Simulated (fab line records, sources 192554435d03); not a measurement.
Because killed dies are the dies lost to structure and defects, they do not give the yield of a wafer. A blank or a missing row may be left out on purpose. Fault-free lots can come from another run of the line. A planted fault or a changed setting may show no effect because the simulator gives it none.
fab line records ; flow n5_finfet ; part 1 of 2: steps 1 to 23 of 29
[record] lots = 5; wafers = 15; last_day = 17
route steps=1938 shown BEOL_M10@1529 BEOL_M11@1536
lots that met no fault: taken from a fault-free run of the same line
start_h: start of the lot's first displayed wafer, in hours after the record's first day ; wait_h: how many hours have passed since the lot's step before this one ; " the same as in the row above ; L1.1+2: several wafers, shown together as one row ; - no value, or no start was given ; * or withheld: withheld ; < > ~ a bound
route shown NAME@n: a module of which the file shows steps, and the number in the route of the first ; usual: mean/standard deviation taken from wafers without a fault ; same: alike in all rows ; chamber/n: place in a boat ; sites: per-site readings ; _std_site: standard deviation of those values ; _edge_site: inner sites' mean taken away from outer sites' mean ; radius_mm: how far each site lies from the wafer's centre ; mask NAME#n: copy n ; behind: tool/chamber where the wafer was last shaped ; hold: reason for holding the lot/hours on hold/outcome of the hold ; device: the n, p or np transistor that did not switch ; end of line: the tests these same wafers got at the end of their route ; a step without rows: its recipe alone ; killed: count of dies lost to structure and defects at first sort (not the wafer's yield) ; map: per-die view of a wafer (x killed, . not killed, _ where there is no die)
set.NAME: the run value of the setting; set.NAME@STEP: its run value at that earlier step ; model.NAME: the simulator's own value behind a step, which no gauge read
lots seen at some steps along the route; tables by step, rows by wafer
services: from which hour (start_h, from the record's first day; less than 0 if before it) a tool's chamber was out of use, for how many hours, and why
[[steps]]
[step N5_BEOL_M10_ANNEAL_51]
[recipe] temp_c = 225; time_s = 90; ambient = N2
[usual] anneal_temp_c = 225.03/0.16; wafer_temp_C_max = 225.70/0.28
lot.wafer;tool;chamber;start_h;wait_h;anneal_temp_c;wafer_temp_C_max
L078.1;rtp_anneal-02;0;259.39;0.2;224.94;225.59
L078.3;rtp_anneal-02;0;259.39;0.2;225.12;225.64
L078.5;rtp_anneal-02;0;259.39;0.2;224.94;225.60
L080.2;rtp_anneal-01;0;267.19;0.1;225.00;225.68
L080.4;rtp_anneal-01;0;267.19;0.1;225.21;225.55
L080.6;rtp_anneal-01;0;267.19;0.1;224.86;225.53
L084.3;rtp_anneal-01;0;297.76;0.6;224.91;225.64
L084.5;rtp_anneal-01;0;297.76;0.6;225.08;225.60
L084.6;rtp_anneal-01;0;297.76;0.6;225.23;225.14
L090.3;rtp_anneal-01;0;322.73;0.2;225.12;225.59
L090.4;rtp_anneal-01;0;322.73;0.2;225.18;225.28
L090.5;rtp_anneal-01;0;322.73;0.2;225.05;225.33
L093.2;rtp_anneal-02;0;342.77;0.1;224.72;226.03
L093.3;rtp_anneal-02;0;342.77;0.1;224.91;226.07
L093.6;rtp_anneal-02;0;342.77;0.1;224.65;226.07
[step N5_BEOL_M10_CMP_52]
[recipe] stop_on = SiCOH_lowk; t_overpolish_s = 7; down_force_psi = 1; platen_rpm = 50; clearing_platen_down_force_psi = 1.5; clearing_platen_rpm = 50; post_cmp_clean = cu_alkaline; target_thk_nm = 140; clearing_platen_pad_velocity_m_s = 0.99484; pad_velocity_m_s = 0.99484
[usual] barrier_field_endpoint_s = 28.8/0.77; motor_current_A = 6.1/0.48; overpolish_run_s = 6.999/0.0091; slurry_filter_dp_kPa = 13.49/0.14; time_to_endpoint_s = 66/3.4
lot.wafer;tool;chamber;start_h;wait_h;barrier_field_endpoint_s;motor_current_A;overpolish_run_s;slurry_filter_dp_kPa;time_to_endpoint_s
L078.3;cmp-01;1;260.00;0.3;29.3;5.6;6.991;13.60;67
L078.1;cmp-01;2;260.00;0.3;28.8;5.9;6.993;13.43;64
L078.5;cmp-01;0;260.00;0.3;28.4;5.7;6.998;13.59;65
L080.2;cmp-04;0;267.45;0.2;27.9;6.5;6.993;13.74;65
L080.4;cmp-04;1;267.45;0.2;29.5;6.9;6.980;13.39;68
L080.6;cmp-04;1;267.45;0.2;28.0;6.8;7.011;13.65;63
L084.3;cmp-02;1;298.08;0.3;28.5;6.0;6.992;13.71;68
L084.6;cmp-02;2;298.08;0.3;29.8;5.7;7.004;13.55;66
L084.5;cmp-02;3;298.08;0.3;28.6;5.6;7.006;13.48;64
L090.3;cmp-02;3;322.98;0.2;26.8;5.6;7.011;13.78;61
L090.4;cmp-02;0;322.98;0.2;28.3;6.3;7.010;13.34;66
L090.5;cmp-02;2;322.98;0.2;28.3;5.6;6.991;13.55;65
L093.3;cmp-02;3;343.03;0.2;29.1;6.0;6.996;13.40;66
L093.2;cmp-02;0;343.03;0.2;29.8;6.6;7.012;13.59;73
L093.6;cmp-02;3;343.03;0.2;29.3;5.8;7.011;13.58;70
[step N5_BEOL_M10_THK_MEAS_53]
[recipe] thk_meas_gauge = xrf; reads = Cu_of_BEOL_M10_ECD_50
[usual] M10_THK = 140/3
lot.wafer;tool;chamber;start_h;wait_h;M10_THK[nm]
L078.1;film_metro-01;-;260.26;-;140
L078.3;film_metro-01;-;260.26;-;138
L078.5;film_metro-01;-;260.26;-;138
L080.2;film_metro-01;-;267.74;-;142
L080.4;film_metro-01;-;267.74;-;136
L080.6;film_metro-01;-;267.74;-;139
L084.3;film_metro-02;-;298.26;-;140
L084.5;film_metro-02;-;298.26;-;141
L084.6;film_metro-02;-;298.26;-;141
L090.3;film_metro-01;-;323.23;-;138
L090.4;film_metro-01;-;323.23;-;139
L090.5;film_metro-01;-;323.23;-;132
L093.2;film_metro-02;-;343.32;-;135
L093.3;film_metro-02;-;343.32;-;140
L093.6;film_metro-02;-;343.32;-;136
[step N5_BEOL_M10_PRE_CLEAN_55]
[recipe] gas = NH3; time_s = 15; temp_c = withheld; rf_power_w = 300
lot.wafer;tool;chamber;start_h;wait_h;since_wet_clean_h
L078.1;pecvd-04;2;260.29;0.0;20
L078.3;pecvd-04;0;260.29;0.0;783
L078.5;pecvd-04;1;260.29;0.0;-
L080.2;pecvd-01;0;267.78;0.0;107
L080.4;pecvd-01;1;267.78;0.0;-
L080.6;pecvd-01;2;267.78;0.0;-
L084.3;pecvd-04;0;298.29;0.0;821
L084.5;pecvd-04;2;298.29;0.0;-
L084.6;pecvd-04;1;298.29;0.0;-
L090.3;pecvd-01;0;323.27;0.0;162
L090.4;pecvd-01;2;323.27;0.0;-
L090.5;pecvd-01;0;323.27;0.0;-
L093.2;pecvd-01;2;343.36;0.0;656
L093.3;pecvd-01;1;343.36;0.0;2135
L093.6;pecvd-01;0;343.36;0.0;-
[step N5_BEOL_M10_DEP_56]
[recipe] material = SiCN; target_thk_a = 150; temp_c = withheld; precursor = 3MS/NH3; pressure_torr = 3; rf_w = 202; time_s = 26.5
[usual] showerhead_plenum_p_Torr = 3.660/0.013; throttle_valve_pct = 8.8/0.45
lot.wafer;tool;chamber;start_h;wait_h;showerhead_plenum_p_Torr;since_wet_clean_h;throttle_valve_pct
L078.1;pecvd-04;2;260.32;0.0;3.659;20;8.4
L078.3;pecvd-04;0;260.32;0.0;3.658;783;8.6
L078.5;pecvd-04;1;260.32;0.0;3.675;-;9.5
L080.2;pecvd-01;0;267.80;0.0;3.642;107;8.5
L080.4;pecvd-01;1;267.80;0.0;3.649;-;8.5
L080.6;pecvd-01;2;267.80;0.0;3.651;-;8.5
L084.3;pecvd-04;0;298.32;0.0;3.664;821;8.5
L084.5;pecvd-04;2;298.32;0.0;3.664;-;8.5
L084.6;pecvd-04;1;298.32;0.0;3.684;-;9.2
L090.3;pecvd-01;0;323.29;0.0;3.641;162;8.4
L090.4;pecvd-01;2;323.29;0.0;3.659;-;8.5
L090.5;pecvd-01;0;323.29;0.0;3.657;-;8.4
L093.2;pecvd-01;2;343.38;0.0;3.654;656;8.7
L093.3;pecvd-01;1;343.38;0.0;3.643;2135;8.7
L093.6;pecvd-01;0;343.38;0.0;3.651;-;8.5
[step N5_BEOL_M10_RS_MEAS_57]
[recipe] thk_meas_gauge = four-point-probe; reads = Cu_of_BEOL_M10_ECD_50+Co_of_BEOL_M10_CVD_75+TaN_of_BEOL_M10_ALD_74
[usual] M10_RS = 0.150/0.0034
lot.wafer;tool;chamber;start_h;wait_h;M10_RS[ohm/sq]
L078.1;film_metro-02;-;260.39;0.1;0.151
L078.3;film_metro-02;-;260.39;0.1;0.153
L078.5;film_metro-02;-;260.39;0.1;0.153
L080.2;film_metro-02;-;267.88;0.1;0.146
L080.4;film_metro-02;-;267.88;0.1;0.152
L080.6;film_metro-02;-;267.88;0.1;0.150
L084.3;film_metro-02;-;298.39;0.1;0.149
L084.5;film_metro-02;-;298.39;0.1;0.147
L084.6;film_metro-02;-;298.39;0.1;0.147
L090.3;film_metro-01;-;323.37;0.1;0.153
L090.4;film_metro-01;-;323.37;0.1;0.152
L090.5;film_metro-01;-;323.37;0.1;0.160
L093.2;film_metro-02;-;343.46;0.1;0.155
L093.3;film_metro-02;-;343.46;0.1;0.149
L093.6;film_metro-02;-;343.46;0.1;0.153
[step N5_BEOL_M10_INSPECT_58]
[recipe] inspect_instrument = darkfield; mode = post_dep
[usual] raw_defect_count = 76/25
lot.wafer;tool;chamber;start_h;wait_h;raw_defect_count
L078.1;defect_inspect-02;-;260.42;0.0;56
L078.3;defect_inspect-02;-;260.42;0.0;77
L078.5;defect_inspect-02;-;260.42;0.0;74
L080.2;defect_inspect-02;-;267.90;0.0;71
L080.4;defect_inspect-02;-;267.90;0.0;59
L080.6;defect_inspect-02;-;267.90;0.0;76
L084.3;defect_inspect-01;-;298.42;0.0;97
L084.5;defect_inspect-01;-;298.42;0.0;75
L084.6;defect_inspect-01;-;298.42;0.0;63
L090.3;defect_inspect-02;-;323.39;0.0;102
L090.4;defect_inspect-02;-;323.39;0.0;57
L090.5;defect_inspect-02;-;323.39;0.0;72
L093.2;defect_inspect-02;-;343.48;0.0;62
L093.3;defect_inspect-02;-;343.48;0.0;105
L093.6;defect_inspect-02;-;343.48;0.0;92
[step N5_BEOL_M11_ILD_DEP_00]
[recipe] material = SiCOH_lowk; target_thk_a = 3085.1; temp_c = 300; precursor = DEMS/porogen; pressure_torr = 5; rf_w = 500; time_s = 58
[usual] heater_power_w = 280/39; showerhead_plenum_p_Torr = 5.746/0.018; throttle_valve_pct = 13.9/0.85
lot.wafer;tool;chamber;start_h;wait_h;heater_power_w;showerhead_plenum_p_Torr;since_wet_clean_h;throttle_valve_pct
L078.1;pecvd-03;2;260.45;0.0;268;5.736;210;13.7
L078.3;pecvd-03;0;260.45;0.0;324;5.771;964;15.0
L078.5;pecvd-03;0;260.45;0.0;348;5.776;-;15.2
L080.2;pecvd-02;2;267.94;0.0;251;5.710;353;13.9
L080.4;pecvd-02;0;267.94;0.0;332;5.749;-;14.0
L080.6;pecvd-02;2;267.94;0.0;255;5.733;-;13.8
L084.3;pecvd-02;0;298.45;0.0;314;5.729;1184;14.4
L084.5;pecvd-02;0;298.45;0.0;328;5.734;-;14.2
L084.6;pecvd-02;2;298.45;0.0;240;5.712;-;13.7
L090.3;pecvd-02;2;323.45;0.1;249;5.727;409;13.7
L090.4;pecvd-02;2;323.45;0.1;243;5.696;-;14.0
L090.5;pecvd-02;0;323.45;0.1;311;5.745;-;14.3
L093.2;pecvd-04;1;343.52;0.0;293;5.766;1591;14.6
L093.3;pecvd-04;2;343.52;0.0;248;5.729;103;12.8
L093.6;pecvd-04;1;343.52;0.0;302;5.751;-;14.6
[step N5_BEOL_M11_CURE_71]
[recipe] temp_c = 385; time_s = 240; ambient = He/Ar; material = SiCOH_lowk
[usual] lamp_power_pct = 52.32/0.05; wafer_temp_C_max = 387.2/0.83
lot.wafer;tool;chamber;start_h;wait_h;lamp_power_pct;wafer_temp_C_max
L078.1;uv_cure-01;0;260.53;0.0;52.35;388.3
L078.3;uv_cure-01;0;260.53;0.0;52.37;387.1
L078.5;uv_cure-01;0;260.53;0.0;52.34;386.9
L080.2;uv_cure-02;1;268.18;0.2;52.32;386.7
L080.4;uv_cure-02;1;268.18;0.2;52.31;386.8
L080.6;uv_cure-02;1;268.18;0.2;52.30;387.0
L084.3;uv_cure-02;0;298.69;0.2;52.33;386.6
L084.5;uv_cure-02;0;298.69;0.2;52.33;386.7
L084.6;uv_cure-02;0;298.69;0.2;52.29;386.5
L090.3;uv_cure-02;2;323.69;0.2;52.28;388.7
L090.4;uv_cure-02;2;323.69;0.2;52.38;388.1
L090.5;uv_cure-02;2;323.69;0.2;52.33;390.5
L093.2;uv_cure-02;2;343.68;0.1;52.40;388.3
L093.3;uv_cure-02;2;343.68;0.1;52.37;388.1
L093.6;uv_cure-02;2;343.68;0.1;52.30;389.3
[step N5_BEOL_M11_THK_MEAS_01]
[recipe] reads = SiCOH_lowk_of_BEOL_M11_ILD_DEP_00
[usual] M11_ILD_THK = 269/4.2
lot.wafer;tool;chamber;start_h;wait_h;M11_ILD_THK[nm]
L078.1;film_metro-01;-;261.04;0.4;261
L078.3;film_metro-01;-;261.04;0.4;267
L078.5;film_metro-01;-;261.04;0.4;272
L080.2;film_metro-02;-;269.01;0.7;269
L080.4;film_metro-02;-;269.01;0.7;276
L080.6;film_metro-02;-;269.01;0.7;273
L084.3;film_metro-02;-;299.05;0.3;268
L084.5;film_metro-02;-;299.05;0.3;276
L084.6;film_metro-02;-;299.05;0.3;271
L090.3;film_metro-01;-;324.04;0.3;271
L090.4;film_metro-01;-;324.04;0.3;276
L090.5;film_metro-01;-;324.04;0.3;277
L093.2;film_metro-01;-;344.11;0.4;261
L093.3;film_metro-01;-;344.11;0.4;263
L093.6;film_metro-01;-;344.11;0.4;270
[step N5_BEOL_M11_PECVD_70]
[recipe] material = SiO2; target_thk_a = 200; temp_c = 400; precursor = TEOS/O2; pressure_torr = 5.5; rf_w = 450; teos_flow_sccm = 53.8; gas = O2; flow_sccm = 3000; time_s = 22.7
[usual] heater_power_w = 667/80; showerhead_plenum_p_Torr = 8.80/0.063; throttle_valve_pct = 22.3/1.3
lot.wafer;tool;chamber;start_h;wait_h;heater_power_w;showerhead_plenum_p_Torr;since_wet_clean_h;throttle_valve_pct
L078.1;pecvd-03;0;261.08;0.0;775;8.90;965;24.3
L078.3;pecvd-03;2;261.08;0.0;592;8.70;211;21.9
L078.5;pecvd-03;1;261.08;0.0;619;8.86;-;21.1
L080.2;pecvd-04;1;269.05;0.0;679;8.83;1517;23.5
L080.4;pecvd-04;1;269.05;0.0;655;8.85;-;23.5
L080.6;pecvd-04;0;269.05;0.0;761;8.74;-;21.2
L084.3;pecvd-03;1;299.08;0.0;567;8.86;1728;21.5
L084.5;pecvd-03;0;299.08;0.0;750;8.91;-;24.8
L084.6;pecvd-03;1;299.08;0.0;572;8.86;-;20.9
L090.3;pecvd-02;2;324.08;0.0;573;8.71;410;22.5
L090.4;pecvd-02;2;324.08;0.0;568;8.68;-;22.3
L090.5;pecvd-02;0;324.08;0.0;637;8.83;-;23.0
L093.2;pecvd-04;2;344.15;0.0;655;8.81;104;20.4
L093.3;pecvd-04;1;344.15;0.0;600;8.85;1592;23.2
L093.6;pecvd-04;2;344.15;0.0;658;8.78;-;20.7
[step N5_BEOL_M11_HM_DEP_02]
[recipe] material = TiN; target_thk_a = 200; temp_c = 25; chamber_pressure_pa = 0.49996
[usual] throttle_valve_pct = 29.9/1.2
lot.wafer;tool;chamber;start_h;wait_h;throttle_valve_pct
L078.1;pvd_sputter-03;-;262.57;1.5;30.9
L078.3;pvd_sputter-03;-;262.57;1.5;27.8
L078.5;pvd_sputter-03;-;262.57;1.5;29.1
L080.2;pvd_sputter-03;-;269.68;0.6;29.1
L080.4;pvd_sputter-03;-;269.68;0.6;30.8
L080.6;pvd_sputter-03;-;269.68;0.6;28.8
L084.3;pvd_sputter-03;-;302.34;3.2;28.2
L084.5;pvd_sputter-03;-;302.34;3.2;31.0
L084.6;pvd_sputter-03;-;302.34;3.2;28.0
L090.3;pvd_sputter-03;-;325.64;1.5;29.0
L090.4;pvd_sputter-03;-;325.64;1.5;30.7
L090.5;pvd_sputter-03;-;325.64;1.5;29.0
L093.2;pvd_sputter-03;-;346.31;2.1;30.6
L093.3;pvd_sputter-03;-;346.31;2.1;29.0
L093.6;pvd_sputter-03;-;346.31;2.1;29.1
[step N5_BEOL_M11_COAT_59]
[recipe] resist = SOC; temp_c = 250; time_s = 60; spin_rpm = 1500; resist_thk_nm = 100
[usual] exhaust_pa = 45.1/0.89
lot.wafer;tool;chamber;start_h;wait_h;exhaust_pa
L078.1;litho_track-02;0;262.69;0.1;45.5
L078.3;litho_track-02;0;262.69;0.1;45.0
L078.5;litho_track-02;0;262.69;0.1;43.7
L080.2;litho_track-05;0;269.81;0.1;45.2
L080.4;litho_track-05;0;269.81;0.1;45.6
L080.6;litho_track-05;0;269.81;0.1;46.7
L084.3;litho_track-01;0;302.47;0.1;44.0
L084.5;litho_track-01;0;302.47;0.1;43.1
L084.6;litho_track-01;0;302.47;0.1;45.8
L090.3;litho_track-01;0;325.77;0.1;45.4
L090.4;litho_track-01;0;325.77;0.1;45.4
L090.5;litho_track-01;0;325.77;0.1;45.3
L093.2;litho_track-01;0;346.45;0.1;45.0
L093.3;litho_track-01;0;346.45;0.1;46.8
L093.6;litho_track-01;0;346.45;0.1;45.5
[step N5_BEOL_M11_COAT_60]
[recipe] resist = SiARC; temp_c = 220; time_s = 60; spin_rpm = 1500; resist_thk_nm = 30
[usual] exhaust_pa = 45.0/0.78
lot.wafer;tool;chamber;start_h;wait_h;exhaust_pa
L078.1;litho_track-02;0;-;-;44.1
L078.3;litho_track-02;0;-;-;45.2
L078.5;litho_track-02;0;-;-;45.0
L080.2;litho_track-05;0;-;-;45.4
L080.4;litho_track-05;0;-;-;45.4
L080.6;litho_track-05;0;-;-;45.1
L084.3;litho_track-01;0;-;-;45.0
L084.5;litho_track-01;0;-;-;44.4
L084.6;litho_track-01;0;-;-;45.5
L090.3;litho_track-01;0;-;-;43.7
L090.4;litho_track-01;0;-;-;43.8
L090.5;litho_track-01;0;-;-;44.9
L093.2;litho_track-01;0;-;-;44.6
L093.3;litho_track-01;0;-;-;44.0
L093.6;litho_track-01;0;-;-;43.1
[step N5_BEOL_M11_COAT_05]
[recipe] resist = CAR-ArF; spin_rpm = 1500; resist_thk_nm = 90
[usual] exhaust_pa = 45.1/0.87
lot.wafer;tool;chamber;start_h;wait_h;exhaust_pa
L078.1;litho_track-02;0;-;-;44.8
L078.3;litho_track-02;0;-;-;45.3
L078.5;litho_track-02;0;-;-;45.6
L080.2;litho_track-05;0;-;-;43.8
L080.4;litho_track-05;0;-;-;44.9
L080.6;litho_track-05;0;-;-;43.7
L084.3;litho_track-01;0;-;-;44.8
L084.5;litho_track-01;0;-;-;44.7
L084.6;litho_track-01;0;-;-;45.0
L090.3;litho_track-01;0;-;-;44.1
L090.4;litho_track-01;0;-;-;45.9
L090.5;litho_track-01;0;-;-;45.6
L093.2;litho_track-01;0;-;-;47.3
L093.3;litho_track-01;0;-;-;45.0
L093.6;litho_track-01;0;-;-;45.7
[step N5_BEOL_M11_EBR_07]
[recipe] solvent = PGMEA; ebr_width_mm = 1.5
[usual] exhaust_pa = 45.1/0.86
lot.wafer;tool;chamber;start_h;wait_h;exhaust_pa
L078.1;litho_track-02;0;-;-;45.7
L078.3;litho_track-02;0;-;-;43.6
L078.5;litho_track-02;0;-;-;44.7
L080.2;litho_track-05;0;-;-;45.2
L080.4;litho_track-05;0;-;-;44.9
L080.6;litho_track-05;0;-;-;44.3
L084.3;litho_track-01;0;-;-;45.3
L084.5;litho_track-01;0;-;-;46.5
L084.6;litho_track-01;0;-;-;45.8
L090.3;litho_track-01;0;-;-;44.4
L090.4;litho_track-01;0;-;-;44.2
L090.5;litho_track-01;0;-;-;44.2
L093.2;litho_track-01;0;-;-;45.6
L093.3;litho_track-01;0;-;-;45.6
L093.6;litho_track-01;0;-;-;44.6
[step N5_BEOL_M11_SOFTBAKE_06]
[recipe] temp_c = 110; time_s = 60; resist = CAR-ArF
[usual] exhaust_pa = 45.0/0.86
lot.wafer;tool;chamber;start_h;wait_h;exhaust_pa
L078.1;litho_track-02;0;-;-;44.9
L078.3;litho_track-02;0;-;-;44.7
L078.5;litho_track-02;0;-;-;45.9
L080.2;litho_track-05;0;-;-;45.7
L080.4;litho_track-05;0;-;-;45.9
L080.6;litho_track-05;0;-;-;45.1
L084.3;litho_track-01;0;-;-;43.6
L084.5;litho_track-01;0;-;-;44.3
L084.6;litho_track-01;0;-;-;45.3
L090.3;litho_track-01;0;-;-;43.9
L090.4;litho_track-01;0;-;-;44.2
L090.5;litho_track-01;0;-;-;45.3
L093.2;litho_track-01;0;-;-;45.3
L093.3;litho_track-01;0;-;-;43.6
L093.6;litho_track-01;0;-;-;45.3
[step N5_BEOL_M11_EXPOSE_08]
[recipe] mask_id = M11; na = 1.35; source_shape = dipole; sigma_inner = 0.411; sigma_outer = 0.611; polarization = te; dose_mj = 53.75
[usual] exposure_dose_mJ_cm2 = 53.71/0.051; reticle_temp_C = 22.99/0.11
lot.wafer;tool;chamber;start_h;wait_h;mask;exposure_dose_mJ_cm2;reticle_temp_C
L078.1;arfi_scanner-02;0;262.94;-;M11#0;53.73;22.88
L078.3;arfi_scanner-02;0;262.94;-;M11#0;53.76;23.04
L078.5;arfi_scanner-02;0;262.94;-;M11#0;53.76;23.06
L080.2;arfi_scanner-01;0;270.06;-;M11#0;53.69;22.87
L080.4;arfi_scanner-01;0;270.06;-;M11#0;53.71;22.85
L080.6;arfi_scanner-01;0;270.06;-;M11#0;53.71;22.90
L084.3;arfi_scanner-03;0;302.60;-;M11#0;53.66;23.00
L084.5;arfi_scanner-03;0;302.60;-;M11#0;53.71;23.08
L084.6;arfi_scanner-03;0;302.60;-;M11#0;53.62;23.03
L090.3;arfi_scanner-02;0;325.90;-;M11#0;53.86;23.00
L090.4;arfi_scanner-02;0;325.90;-;M11#0;53.68;23.05
L090.5;arfi_scanner-02;0;325.90;-;M11#0;53.74;23.04
L093.2;arfi_scanner-03;0;346.57;-;M11#0;53.76;22.80
L093.3;arfi_scanner-03;0;346.57;-;M11#0;53.73;22.82
L093.6;arfi_scanner-03;0;346.57;-;M11#0;53.74;23.01
[step N5_BEOL_M11_PEB_09]
[recipe] peb_temp_c = withheld; peb_time_s = 60; resist = CAR-ArF
[usual] exhaust_pa = 44.9/0.99
lot.wafer;tool;chamber;start_h;wait_h;exhaust_pa
L078.1;litho_track-02;0;263.00;0.1;45.6
L078.3;litho_track-02;0;263.00;0.1;46.5
L078.5;litho_track-02;0;263.00;0.1;47.5
L080.2;litho_track-05;0;270.11;0.1;45.6
L080.4;litho_track-05;0;270.11;0.1;44.8
L080.6;litho_track-05;0;270.11;0.1;44.9
L084.3;litho_track-05;0;302.65;0.0;45.4
L084.5;litho_track-05;0;302.65;0.0;45.4
L084.6;litho_track-05;0;302.65;0.0;44.4
L090.3;litho_track-05;0;325.95;0.0;44.2
L090.4;litho_track-05;0;325.95;0.0;45.5
L090.5;litho_track-05;0;325.95;0.0;44.8
L093.2;litho_track-01;0;346.63;0.0;43.7
L093.3;litho_track-01;0;346.63;0.0;42.6
L093.6;litho_track-01;0;346.63;0.0;43.7
[step N5_BEOL_M11_DEVELOP_10]
[recipe] develop_time_s = 30; developer = TMAH; resist = CAR-ArF; rinse_liquid = diw; dry = air_spin; dev_temp_c = 23
[usual] exhaust_pa = 45.2/0.92
lot.wafer;tool;chamber;start_h;wait_h;exhaust_pa
L078.1;litho_track-02;0;-;-;44.7
L078.3;litho_track-02;0;-;-;44.2
L078.5;litho_track-02;0;-;-;45.7
L080.2;litho_track-05;0;-;-;46.0
L080.4;litho_track-05;0;-;-;46.6
L080.6;litho_track-05;0;-;-;46.2
L084.3;litho_track-05;0;-;-;45.1
L084.5;litho_track-05;0;-;-;44.9
L084.6;litho_track-05;0;-;-;44.8
L090.3;litho_track-05;0;-;-;44.6
L090.4;litho_track-05;0;-;-;45.4
L090.5;litho_track-05;0;-;-;45.0
L093.2;litho_track-01;0;-;-;45.9
L093.3;litho_track-01;0;-;-;46.9
L093.6;litho_track-01;0;-;-;46.2
[step N5_BEOL_M11_CD_MEAS_11]
[recipe] target_cd_nm = 64.1; landing_energy_ev = 500; detector = se_inlens; polarity = opening
[usual] cd_nm = 64.0/0.46
lot.wafer;tool;chamber;start_h;wait_h;cd_nm
L078.1;cd_sem-01;0;263.06;-;64.0
L078.3;cd_sem-01;0;263.06;-;63.6
L078.5;cd_sem-01;0;263.06;-;64.1
L080.2;cd_sem-01;0;270.18;-;64.9
L080.4;cd_sem-01;0;270.18;-;64.8
L080.6;cd_sem-01;0;270.18;-;63.4
L084.3;cd_sem-02;0;302.72;-;64.6
L084.5;cd_sem-02;0;302.72;-;64.3
L084.6;cd_sem-02;0;302.72;-;64.3
L090.3;cd_sem-03;0;326.01;-;64.6
L090.4;cd_sem-03;0;326.01;-;63.6
L090.5;cd_sem-03;0;326.01;-;64.2
L093.2;cd_sem-02;0;346.70;-;64.1
L093.3;cd_sem-02;0;346.70;-;64.0
L093.6;cd_sem-02;0;346.70;-;64.2
[step N5_BEOL_M11_OVL_MEAS_12]
[recipe] points_per_wafer = 44
[usual] M11_OVL = -0.3/0.79
[same] points_per_wafer = 44
lot.wafer;tool;chamber;start_h;wait_h;M11_OVL[nm]
L078.1;overlay-02;0;263.09;0.0;-0.6
L078.3;overlay-02;0;263.09;0.0;1.9
L078.5;overlay-02;0;263.09;0.0;0.0
L080.2;overlay-02;0;270.21;0.0;-0.6
L080.4;overlay-02;0;270.21;0.0;-0.2
L080.6;overlay-02;0;270.21;0.0;0.3
L084.3;overlay-01;0;302.74;0.0;-0.3
L084.5;overlay-01;0;302.74;0.0;0.0
L084.6;overlay-01;0;302.74;0.0;0.9
L090.3;overlay-01;0;326.04;0.0;-1.2
L090.4;overlay-01;0;326.04;0.0;0.2
L090.5;overlay-01;0;326.04;0.0;-0.3
L093.2;overlay-02;0;346.73;0.0;0.2
L093.3;overlay-02;0;346.73;0.0;1.4
L093.6;overlay-02;0;346.73;0.0;1.6
[step N5_BEOL_M11_INSPECT_13]
[recipe] mode = adi; inspect_instrument = brightfield
[usual] raw_defect_count = 434/96
lot.wafer;tool;chamber;start_h;wait_h;raw_defect_count
L078.1;defect_inspect-02;-;263.12;0.0;327
L078.3;defect_inspect-02;-;263.12;0.0;309
L078.5;defect_inspect-02;-;263.12;0.0;318
L080.2;defect_inspect-01;-;270.24;0.0;450
L080.4;defect_inspect-01;-;270.24;0.0;393
L080.6;defect_inspect-01;-;270.24;0.0;468
L084.3;defect_inspect-02;-;302.77;0.0;637
L084.5;defect_inspect-02;-;302.77;0.0;528
L084.6;defect_inspect-02;-;302.77;0.0;488
L090.3;defect_inspect-02;-;326.07;0.0;360
L090.4;defect_inspect-02;-;326.07;0.0;453
L090.5;defect_inspect-02;-;326.07;0.0;390
L093.2;defect_inspect-01;-;346.75;0.0;302
L093.3;defect_inspect-01;-;346.75;0.0;608
L093.6;defect_inspect-01;-;346.75;0.0;430
